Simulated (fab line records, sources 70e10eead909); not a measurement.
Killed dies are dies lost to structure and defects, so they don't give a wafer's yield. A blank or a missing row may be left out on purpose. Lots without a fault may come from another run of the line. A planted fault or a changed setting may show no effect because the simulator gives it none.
Problem report in the 8D (eight disciplines) form, filled by code | flow nand_harc | the parts of the form that need people (team, actions taken, sign-off) are left out

1. THE PROBLEM
thk_nm at NHARC_A_ONON_D1_THK_MEAS_05 reads a mean of 677 nm on 4 wafers of 2 lots; wafers without a fault read 998 nm with a standard deviation of 8.9. That is -36 standard deviations from the usual mean.
The step: measures by ellipsometry.
First seen on wafer L442.1, day 12 20:43, on film_metro-01. The record holds 39 wafers of 13 lots with a number at this step. Rule for "out", or "out of limits": more than 4 standard deviations from the usual mean. The other wafers with a number count as sound.

2. WHAT IT IS AND WHAT IT IS NOT
question                    | is                             | is not
which readings at this step | thk_nm                         | -
which lots                  | L442, L443                     | L420, L421, L422, L423, L427, L429, L430, L431, L432, L433, L441
which wafers of those lots  | L442.1, L442.4, L443.1, L443.4 | L442.3, L443.5
read on which gauges        | film_metro-01                  | film_metro-02
when                        | from day 12 20:43              | up to then (31 sound wafers); but 4 sound wafers of L441, L443 came after

3. SUSPECTS, AND WHAT RULES EACH OUT
Counting: a tool at a process step up to the reading stays a suspect if it ran every lot that is out. Sound lots after the first of them don't rule it out here, since some wafers of a struck lot are sound.
- the gauge at NHARC_A_ONON_D1_THK_MEAS_05: ruled out. All the wafers that are out were read on film_metro-01, but those of them that NHARC_END_SORT_01 has rows for are out there too, on other tools.
- pecvd_onon-04 at NHARC_A_ONON_D1_DEP_03 (target thk 1000 nm): kept. It ran every lot that is out, first L442 (day 12 20:12); its last sound lot up to then is L431 (day 10 18:35).
Left after counting: pecvd_onon-04 at NHARC_A_ONON_D1_DEP_03.

4. THE CAUSE (what the simulator had put in)
Process parameter drift: pecvd_onon-04, from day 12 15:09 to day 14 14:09, at NHARC_A_ONON_D1_DEP_03. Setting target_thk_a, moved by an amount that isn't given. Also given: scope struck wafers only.
Counting left only this tool.

5. THE CHAIN OF EFFECTS, in route order
Each row: a reading whose mean over the struck wafers that have a number lies more than 3 standard deviations from the usual. Only readings for which the record gives a usual standard deviation are gone through. hours: the time from each lot's start at the first step in this table that gives one to its start at this step, as a median over the lots. sigmas: the change in usual standard deviations.
hours | step                        | reading         | usual  | on struck wafers | change | sigmas
0     | NHARC_A_ONON_D1_THK_MEAS_05 | thk_nm          | 998 nm | 677              | -321   | -36
273   | NHARC_END_SORT_01           | killed_at_array | 26     | 673              | +647   | +67
273   | NHARC_END_SORT_01           | killed_dies     | 31     | 677              | +646   | +65

6. WHAT WOULD HAVE CAUGHT IT SOONER
In this record the first reading out of limits at a measuring or inspecting step was taken at day 12 20:43, 6 hours after the fault began at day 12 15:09.
Of the lots that are out (2), L443 began NHARC_A_ONON_D1_DEP_03 on pecvd_onon-04 after day 12 20:43. A hold on the tool at that time would have spared it.
